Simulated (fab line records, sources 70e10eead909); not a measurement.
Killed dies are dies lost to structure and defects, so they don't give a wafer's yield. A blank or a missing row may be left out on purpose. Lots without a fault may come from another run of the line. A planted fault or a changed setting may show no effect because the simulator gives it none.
fab line records | flow nand_harc | part 2 of 2: steps 5 to 6 of 6
record lots=22 wafers=66 last_day=34
route steps=1302 shown A_CHANNEL_HOLE_D2@589 A_CHANNEL_FILL_D2@638 A_STAIRCASE@650
lots that met no fault: from a run of the same line without faults
start_h: hours from the record's first day to the start of the lot's first wafer shown | wait_h: hours since the lot's step before | " the same as in the row above | L1.1+2: a row that stands for several wafers | - no value, or no start given | * or withheld: withheld | < > ~ a bound
route shown NAME@n: a module of which the file shows steps, and the number in the route of the first | usual: mean/standard deviation of fault-free wafers | same: alike in all rows | chamber/n: place in a boat | sites: the reading at each site | _std_site: their standard deviation | _edge_site: outer sites' mean less inner sites' | radius_mm: how far each site lies from the wafer's centre | mask NAME#n: copy n | behind: the tool/chamber that last shaped the wafer | hold: why the lot was held/for how many hours/how that ended | device: the transistor (n, p or np) that didn't switch | end of line: the same wafers' tests at the end of the route | a step without rows: its recipe alone | killed: dies lost to structure and defects at the first sort, not the wafer's yield | map: a wafer's dies, x killed, . not, _ none there
set.NAME: the setting as run; set.NAME@STEP: as run at that earlier step | model.NAME: the simulator's own value behind a step, which no gauge read
steps of the route over a sample of lots; a table a step, a row a wafer
services: from which hour (start_h, from the record's first day; less than 0 if before it) a tool's chamber was out of use, for how many hours, and why
## steps
# step NHARC_A_STAIRCASE_TRIM_16
# recipe time_s=211.2 o2_flow_sccm=500 ar_flow_sccm=0 bias_w=0 chemistry=O2
# usual drypump_motor_current_A=5.9/0.34 o2_flow_sccm=500.0/1.3 oes_product_au=1.003/0.01 rf_vpp_V=57.9/0.93 showerhead_plenum_p_Torr=3.59/0.18 throttle_valve_pct=17.035/0.0087
# columns lot.wafer tool chamber start_h wait_h drypump_motor_current_A o2_flow_sccm oes_product_au rf_hours_counter_h rf_vpp_V showerhead_plenum_p_Torr throttle_valve_pct
L075.1 rie_diel-08 2 - - 6.0 500.5 0.989 56 57.0 3.28 17.050
L075.2 " 3 " " 5.2 499.1 1.005 56 58.9 3.54 17.037
L075.6 " 1 " " 6.3 499.5 0.993 - 57.9 3.78 17.046
L074.3 rie_diel-08 2 - - 6.0 501.5 0.994 57 57.2 3.28 17.033
L074.4 " 3 " " 5.2 497.9 1.005 57 57.5 3.54 17.039
L074.5 " 1 " " 6.3 498.8 0.997 - 58.8 3.78 17.045
L077.3 rie_diel-13 0 - - 5.6 500.1 1.003 10 55.9 3.34 17.032
L077.1 " 1 " " 6.6 502.1 1.022 11 59.2 3.74 17.029
L077.2 " 2 " " 5.7 498.9 1.003 10 57.5 3.77 17.048
L076.4 rie_diel-13 1 - - 6.6 498.8 1.019 11 58.8 3.74 17.015
L076.3 " 3 " " 5.9 501.2 1.001 2 57.3 3.31 17.022
L076.5 " 0 " " 5.6 501.0 0.994 - 57.1 3.34 17.042
L078.2 rie_diel-13 2 - - 5.7 499.9 1.000 11 57.2 3.77 17.041
L078.1 " 3 " " 5.9 497.7 0.994 2 57.6 3.31 17.040
L078.6 " 1 " " 6.6 500.9 1.009 - 57.7 3.74 17.050
L079.3 rie_diel-05 2 - - 5.8 502.0 1.001 58 59.8 3.44 17.038
L079.2 " 3 " " 6.0 500.4 0.998 43 58.7 3.50 17.040
L079.5 " 1 " " 6.2 500.8 0.998 - 57.0 3.78 17.028
L081.4 rie_diel-05 0 - - 5.6 500.8 1.022 56 57.8 3.27 17.037
L081.1 " 1 " " 6.2 500.0 0.993 57 57.4 3.78 17.035
L081.2 " 2 " " 5.8 498.5 1.019 59 57.6 3.44 17.033
L082.1 rie_diel-05 0 - - 5.6 500.6 1.016 5 57.7 3.81 17.031
L082.3 " 2 " " 5.8 501.6 0.999 9 57.4 3.44 17.038
L082.5 " 3 " " 6.0 498.4 1.016 - 58.0 3.49 17.019
L083.1 rie_diel-08 3 - - 5.2 499.1 1.001 17 59.9 3.53 17.027
L083.3 " 0 " " 5.9 500.0 0.999 18 56.5 3.46 17.039
L083.6 " 2 " " 6.0 500.1 1.005 - 58.7 3.80 17.038
L085.2 rie_diel-05 0 - - 5.6 499.5 1.011 18 57.8 3.80 17.044
L085.1 " 3 " " 6.0 499.6 0.997 21 57.8 3.48 17.036
L085.5 " 1 " " 6.2 498.7 0.986 - 59.3 3.76 17.020
L084.2 rie_diel-05 3 - - 6.0 500.5 0.996 22 59.1 3.48 17.041
L084.1 " 1 " " 6.2 499.3 0.986 19 58.9 3.76 17.039
L084.3 " 2 " " 5.8 498.3 1.003 22 58.1 3.43 17.021
L086.2 rie_diel-13 0 - - 5.6 501.1 0.999 44 57.0 3.33 17.029
L086.3 " 2 " " 5.7 500.3 0.994 37 57.6 3.76 17.034
L086.5 " 1 " " 6.6 499.3 1.004 - 57.7 3.72 17.036
L088.2 rie_diel-08 2 - - 6.0 500.4 1.002 34 57.8 3.79 17.021
L088.3 " 3 " " 5.2 500.8 1.009 37 55.7 3.52 17.030
L088.5 " 0 " " 5.9 499.3 1.001 - 57.2 3.45 17.030
L090.3 rie_diel-05 3 - - 6.0 501.9 0.999 34 57.8 3.48 17.032
L090.5 " 3 " " 6.0 498.2 1.007 - 57.5 3.48 17.036
L090.6 " 0 " " 5.6 499.8 1.005 - 58.0 3.79 17.031
L089.1 rie_diel-05 1 - - 6.1 501.4 0.988 29 57.4 3.76 17.026
L089.3 " 2 " " 5.8 501.1 1.014 34 58.0 3.43 17.031
L089.2 " 0 " " 5.6 500.8 1.019 29 59.0 3.79 17.019
L091.3 rie_diel-08 0 - - 5.9 498.9 0.997 47 57.1 3.44 17.042
L091.1 " 2 " " 6.0 502.9 0.993 43 57.3 3.78 17.045
L091.4 " 3 " " 5.2 500.4 1.005 48 57.3 3.51 17.030
L092.4 rie_diel-13 1 - - 6.6 500.6 1.020 3 58.0 3.71 17.039
L092.3 " 2 " " 5.7 500.3 0.997 3 57.8 3.74 17.033
L092.1 " 3 " " 5.9 500.6 0.995 2 56.9 3.29 17.044
L093.2 rie_diel-08 1 - - 6.3 500.3 1.003 0 58.3 3.75 17.025
L093.4 " 2 " " 6.0 501.3 1.010 0 58.8 3.78 17.033
L093.5 " 1 " " 6.3 496.5 1.007 - 57.8 3.75 17.041
L095.3 rie_diel-08 1 - - 6.3 502.9 1.001 3 58.9 3.75 17.050
L095.1 " 3 " " 5.2 499.8 1.017 2 56.4 3.51 17.017
L095.5 " 2 " " 6.0 500.9 0.998 - 58.3 3.78 17.020
L094.3 rie_diel-13 2 - - 5.7 499.5 1.000 12 58.1 3.74 17.026
L094.4 " 3 " " 5.9 498.8 1.007 8 57.5 3.29 17.041
L094.1 " 1 " " 6.6 499.0 1.025 12 58.8 3.71 17.048
L096.4 rie_diel-05 2 - - 5.8 498.4 0.995 57 56.6 3.41 17.032
L096.1 " 3 " " 6.0 501.5 0.996 56 55.9 3.46 17.029
L096.3 " 0 " " 5.6 498.8 1.021 54 58.9 3.78 17.044
L097.3 rie_diel-08 1 - - 6.3 499.5 1.021 14 58.9 3.74 17.034
L097.4 " 2 " " 6.0 498.5 1.005 11 58.4 3.77 17.025
L097.6 " 1 " " 6.3 501.4 1.009 - 59.0 3.74 17.032
# step NHARC_A_STAIRCASE_ETCH_27
# recipe target_depth_a=1000 time_s=40.5 ion_energy_ev=400 c4f8_flow_sccm=20 o2_flow_sccm=10 ar_flow_sccm=withheld rf_w=600 bias_w=1000 chemistry=C4F8/O2
# usual oes_product_au=0.947/0.013 rf_vpp_V=898/6.4
# columns lot.wafer tool chamber start_h wait_h oes_product_au rf_hours_counter_h rf_vpp_V
L075.2 rie_diel-13 1 - - 0.964 2 903
L075.1 " 0 " " 0.935 2 889
L075.6 " 2 " " 0.941 - 905
L074.3 rie_diel-05 0 - - 0.957 38 887
L074.4 " 1 " " 0.942 40 904
L074.5 " 0 " " 0.954 - 886
L077.2 rie_diel-08 0 - - 0.945 1 894
L077.3 " 1 " " 0.951 1 906
L077.1 " 2 " " 0.946 1 905
L076.3 rie_diel-13 3 - - 0.953 5 889
L076.4 " 0 " " 0.948 13 888
L076.5 " 2 " " 0.949 - 905
L078.2 rie_diel-08 0 - - 0.946 1 894
L078.1 " 1 " " 0.940 1 905
L078.6 " 0 " " 0.942 - 893
L079.2 rie_diel-13 0 - - 0.951 24 889
L079.3 " 2 " " 0.953 21 906
L079.5 " 0 " " 0.954 - 890
L081.1 rie_diel-08 3 408.33 - 0.994 10 896
L081.2 " 0 " " 0.976 10 894
L081.4 " 1 " " 0.979 9 904
L082.3 rie_diel-08 2 - - 0.930 16 905
L082.1 " 0 " " 0.948 17 893
L082.5 " 2 " " 0.946 - 907
L083.3 rie_diel-05 3 - - 0.941 9 895
L083.1 " 2 " " 0.936 12 892
L083.6 " 3 " " 0.947 - 895
L085.2 rie_diel-05 3 - - 0.952 22 892
L085.1 " 0 " " 0.949 18 905
L085.5 " 2 " " 0.947 - 892
L084.1 rie_diel-05 2 - - 0.941 23 894
L084.3 " 3 " " 0.948 23 894
L084.2 " 0 " " 0.960 19 904
L086.2 rie_diel-05 3 - - 0.944 23 895
L086.3 " 1 " " 0.928 20 903
L086.5 " 3 " " 0.943 - 894
L088.2 rie_diel-08 0 - - 0.939 37 894
L088.3 " 2 " " 0.942 35 904
L088.5 " 1 " " 0.930 - 904
L090.3 rie_diel-05 0 - - 0.951 30 906
L090.6 " 3 " " 0.959 - 896
L090.5 " 0 " " 0.959 - 905
L089.2 rie_diel-05 0 - - 0.954 30 906
L089.3 " 1 " " 0.947 30 904
L089.1 " 2 " " 0.947 36 892
L091.3 rie_diel-08 2 - - 0.950 44 905
L091.4 " 0 " " 0.941 48 894
L091.1 " 1 " " 0.939 43 904
L092.1 rie_diel-13 2 - - 0.953 4 902
L092.3 " 3 " " 0.973 3 886
L092.4 " 0 " " 0.954 3 889
L093.2 rie_diel-13 1 - - 0.959 10 902
L093.4 " 0 " " 0.934 7 888
L093.5 " 2 " " 0.930 - 903
L095.3 rie_diel-08 1 - - 0.958 4 903
L095.1 " 3 " " 0.935 3 895
L095.5 " 1 " " 0.950 - 904
L094.4 rie_diel-13 1 - - 0.954 13 902
L094.1 " 2 " " 0.943 12 904
L094.3 " 0 " " 0.928 9 887
L096.1 rie_diel-05 2 - - 0.932 58 892
L096.3 " 3 " " 0.930 56 893
L096.4 " 0 " " 0.955 55 904
L097.4 rie_diel-08 2 - - 0.955 12 904
L097.3 " 1 " " 0.945 15 903
L097.6 " 3 " " 0.944 - 895
## services
# columns tool chamber start_h hours kind
rie_diel-03 - 281.31 9.0 pm
har_etch-01 - 284.06 2.0 repair
rie_diel-07 - 294.20 9.0 pm
rie_diel-07 0 306.84 2.5 repair
rie_diel-13 - 342.15 9.0 pm
rie_diel-11 2 362.29 1.3 repair
rie_diel-08 1 362.56 14.8 repair
rie_diel-13 3 367.62 6.2 repair
rie_diel-08 - 367.80 9.0 pm
har_etch-02 - 377.29 17.0 pm
rie_diel-07 2 397.37 9.8 repair
rie_diel-05 - 407.60 9.0 pm
rie_diel-11 - 432.50 9.0 pm
rie_diel-03 2 437.64 6.8 repair
rie_diel-13 1 446.38 4.5 repair
rie_diel-07 0 457.18 24.8 repair
rie_diel-03 - 458.31 9.0 pm
rie_diel-07 - 471.20 9.0 pm
rie_diel-07 2 484.12 2.5 repair
har_etch-02 - 489.20 2.1 repair
rie_diel-07 2 532.14 2.5 repair
rie_diel-08 - 544.85 9.0 pm
rie_diel-03 0 561.74 45.0 repair
rie_diel-05 - 583.25 28.3 repair
